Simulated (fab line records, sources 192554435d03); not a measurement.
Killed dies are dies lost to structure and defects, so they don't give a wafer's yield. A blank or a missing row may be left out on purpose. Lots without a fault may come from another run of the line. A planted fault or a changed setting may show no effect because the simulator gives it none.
Chamber matching | flow n5_finfet | N5_BEOL_M10_ETCH_62 on rie_diel-05: 4 sister chambers
The step etches SOC in N2/H2, target depth 110 nm, overetch 22 nm, time 165 s. 8 wafers are shown with their chamber, then 7 later ones without.

WAFERS WITH THEIR CHAMBER
wafer  | chamber | showerhead_plenum_p_Torr (Torr) | throttle_valve_pct (%)
L173.2 | 0       | 2.68                            | 17.45
L175.4 | 3       | 2.45                            | 17.65
L175.6 | 1       | 2.63                            | 18.04
L179.1 | 0       | 2.68                            | 17.47
L179.4 | 3       | 2.45                            | 17.69
L179.5 | 2       | 2.56                            | 17.76
L182.1 | 1       | 2.62                            | 18.07
L182.2 | 2       | 2.55                            | 17.77

WAFERS WITHOUT THEIR CHAMBER
wafer  | showerhead_plenum_p_Torr (Torr) | throttle_valve_pct (%)
L182.6 | 2.44                            | 17.69
L183.1 | 2.67                            | 17.49
L183.2 | 2.62                            | 18.09
L183.3 | 2.44                            | 17.70
L188.2 | 2.67                            | 17.50
L188.3 | 2.44                            | 17.73
L188.6 | 2.55                            | 17.78

WHICH CHAMBER EACH WENT THROUGH
wafer  | from the rows above | in truth
L182.6 | 3                   | 3
L183.1 | 0                   | 0
L183.2 | 1                   | 1
L183.3 | 3                   | 3
L188.2 | 0                   | 0
L188.3 | 3                   | 3
L188.6 | 2                   | 2
Placed correctly: 7 of 7. Can't be placed from these rows: 0. Placed wrongly: 0.
How it was worked out, from the rows above alone: a wafer's distance from a chamber is the root of the sum, over the readings, of the square of ((its reading less the chamber's mean) divided by the reading's scatter). The wafer belongs to the nearest chamber; if the next one is less than 2 further off, it can't be placed. A chamber's mean is the mean of its shown wafers. The scatter: the root of (the sum of the squares of (reading less its chamber's mean) over the shown wafers, divided by (wafers less chambers)).
